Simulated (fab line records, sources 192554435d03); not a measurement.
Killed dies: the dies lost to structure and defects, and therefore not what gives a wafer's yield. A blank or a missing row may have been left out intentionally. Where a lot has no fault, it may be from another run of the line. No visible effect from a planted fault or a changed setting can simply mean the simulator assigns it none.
One fault seen from 2 desks	flow n5 finfet	each desk has only its own numbers; what lay behind them comes last

FROM THE METROLOGY DESK
What the gauges read for every lot (on any tool): the sampled wafers with a number, averaged. Marked OUT: a lot whose mean sits more than 4 standard deviations from the usual mean, which makes it out of limits; the brackets give that distance. Shown here are 7 of its 11 readings, the ones lying furthest out on some lot.
Columns: A = DIBL_N at N5_BEOL_M4_RC_MEAS_101, usual 36.6 mV/V; B = IOFF_N at N5_BEOL_M4_RC_MEAS_101, usual 0.17 nA/um; C = IOFF_P at N5_BEOL_M4_RC_MEAS_101, usual 0.22 nA/um; D = ION_P at N5_BEOL_M4_RC_MEAS_101, usual 463 uA/um; E = SS_N at N5_BEOL_M4_RC_MEAS_101, usual 71.6 mV/dec; F = SS_P at N5_BEOL_M4_RC_MEAS_101, usual 73.4 mV/dec; G = VT_P at N5_BEOL_M4_RC_MEAS_101, usual -249 mV
lot	first seen here	A	B	C	D	E	F	G
L630	day 5 01:31	37.3	0.18	0.24	472	71.3	73.2	-246
L636	day 6 14:59	36.0	0.15	0.16	447	71.9	72.9	-256
L644	day 8 13:30	34.0	0.12	0.17	455	71.0	72.8	-252
L645	day 9 00:13	40.2	0.27	0.30	470	73.7	74.8	-242
L649	day 10 02:37	34.0	0.13	0.20	464	71.2	73.4	-251
Result from this desk: across the 5 lots, nothing is out of limits.

DESK OF THE TOOL OWNER: cmp-04
The tool's own readings at N5_GATE_CUT_CMP_23 (polishes, stops on SiO2, t overpolish 23.4 s, target thk 16 nm): means of the sampled wafers that have a number, for each lot that ran on this tool. Marked OUT: a lot whose mean sits more than 4 standard deviations from the usual mean, which makes it out of limits; the brackets give that distance.
Columns: A = head pressure psi at N5_GATE_CUT_CMP_23, usual 2.500 psi; B = motor current A at N5_GATE_CUT_CMP_23, usual 9.1 A; C = overpolish run s at N5_GATE_CUT_CMP_23, usual 23.400 s; D = time to endpoint s at N5_GATE_CUT_CMP_23, usual 18.8 s
lot	first seen here	A	B	C	D
L636	day 6 14:44	2.370 (-24) OUT	8.7	23.407	21.5
L649	day 10 02:22	2.503	9.1	23.399	18.9
Finding of this desk: L636 out of limits; the first was L636 at day 6 14:44, on head pressure psi at N5_GATE_CUT_CMP_23. L649: within limits.

BROUGHT TOGETHER
The tool owner's desk had the chance to raise an alarm at day 6 14:44 on L636.
At the metrology desk, nothing out of limits was observed.
The metrology desk has L636 on record, within its limits.
N5_GATE_CUT_CMP_23 was run on cmp-04 by each of the lots named.

WHAT THE SIMULATOR HAD PUT IN
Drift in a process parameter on cmp-04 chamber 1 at N5_GATE_CUT_CMP_23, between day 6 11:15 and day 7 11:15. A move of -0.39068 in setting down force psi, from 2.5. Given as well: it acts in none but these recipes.
Struck lots among those shown: L636.
Delay in hours, fault start to first out-of-limits reading, by desk: the tool owner's desk at 3.
